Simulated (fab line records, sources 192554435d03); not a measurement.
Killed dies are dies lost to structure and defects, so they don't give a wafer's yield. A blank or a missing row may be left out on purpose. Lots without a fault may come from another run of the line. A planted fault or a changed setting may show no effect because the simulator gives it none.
Chamber matching | flow n5_finfet | N5_FIN_SAQP_SPACER1_ETCHBACK_25 on rie_diel-05: 4 sister chambers
The step etches SiO2 in CHF3/O2, target depth 24.4 nm, time 12.2 s. 16 wafers are shown with their chamber, then 8 later ones without.

WAFERS WITH THEIR CHAMBER
wafer  | chamber | rf_vpp_V (V) | showerhead_plenum_p_Torr (Torr) | oes_product_au (a.u.)
L080.2 | 1       | 522          | 2.43                            | 0.77
L080.3 | 0       | 533          | 2.53                            | 0.86
L080.6 | 3       | 513          | 2.43                            | 0.76
L082.1 | 1       | 522          | 2.42                            | 0.76
L082.2 | 3       | 513          | 2.43                            | 0.76
L082.4 | 3       | 513          | 2.43                            | 0.76
L085.4 | 3       | 513          | 2.42                            | 0.75
L085.5 | 3       | 513          | 2.42                            | 0.75
L085.6 | 0       | 535          | 2.53                            | 0.85
L086.1 | 2       | 526          | 2.48                            | 0.71
L086.3 | 0       | 533          | 2.53                            | 0.86
L086.4 | 3       | 512          | 2.42                            | 0.76
L087.2 | 3       | 512          | 2.42                            | 0.75
L087.5 | 2       | 526          | 2.48                            | 0.71
L087.6 | 3       | 512          | 2.42                            | 0.75
L091.1 | 3       | 513          | 2.42                            | 0.75

SIGNATURES (means of the wafers above)
reading                  | chamber 0 | chamber 1 | chamber 2 | chamber 3 | scatter within a chamber
rf_vpp_V                 | 533.67    | 522.00    | 526.00    | 512.67    | 0.624
showerhead_plenum_p_Torr | 2.5300    | 2.4250    | 2.4800    | 2.4233    | 0.00456
oes_product_au           | 0.8567    | 0.7650    | 0.7100    | 0.7544    | 0.00531
Rule: a wafer's distance from a chamber is the root of the sum, over the readings, of the square of ((its reading less the chamber's mean) divided by the reading's scatter). The wafer belongs to the nearest chamber; if the next one is less than 2 further off, it can't be placed. The scatter: the root of (the sum of the squares of (reading less its chamber's mean) over the shown wafers, divided by (wafers less chambers)).

WAFERS WITHOUT THEIR CHAMBER
wafer  | rf_vpp_V (V) | showerhead_plenum_p_Torr (Torr) | oes_product_au (a.u.)
L091.3 | 524          | 2.42                            | 0.76
L091.5 | 523          | 2.42                            | 0.75
L092.1 | 524          | 2.41                            | 0.76
L092.2 | 515          | 2.42                            | 0.75
L092.6 | 526          | 2.48                            | 0.70
L097.2 | 533          | 2.52                            | 0.82
L097.3 | 523          | 2.41                            | 0.74
L097.6 | 523          | 2.41                            | 0.74

WHICH CHAMBER EACH WENT THROUGH
wafer  | from the rows above | in truth
L091.3 | 1                   | 1
L091.5 | 1                   | 1
L092.1 | 1                   | 1
L092.2 | 3                   | 3
L092.6 | 2                   | 2
L097.2 | 0                   | 0
L097.3 | 1                   | 1
L097.6 | 1                   | 1
Placed correctly: 8 of 8. Can't be placed from these rows: 0. Placed wrongly: 0.
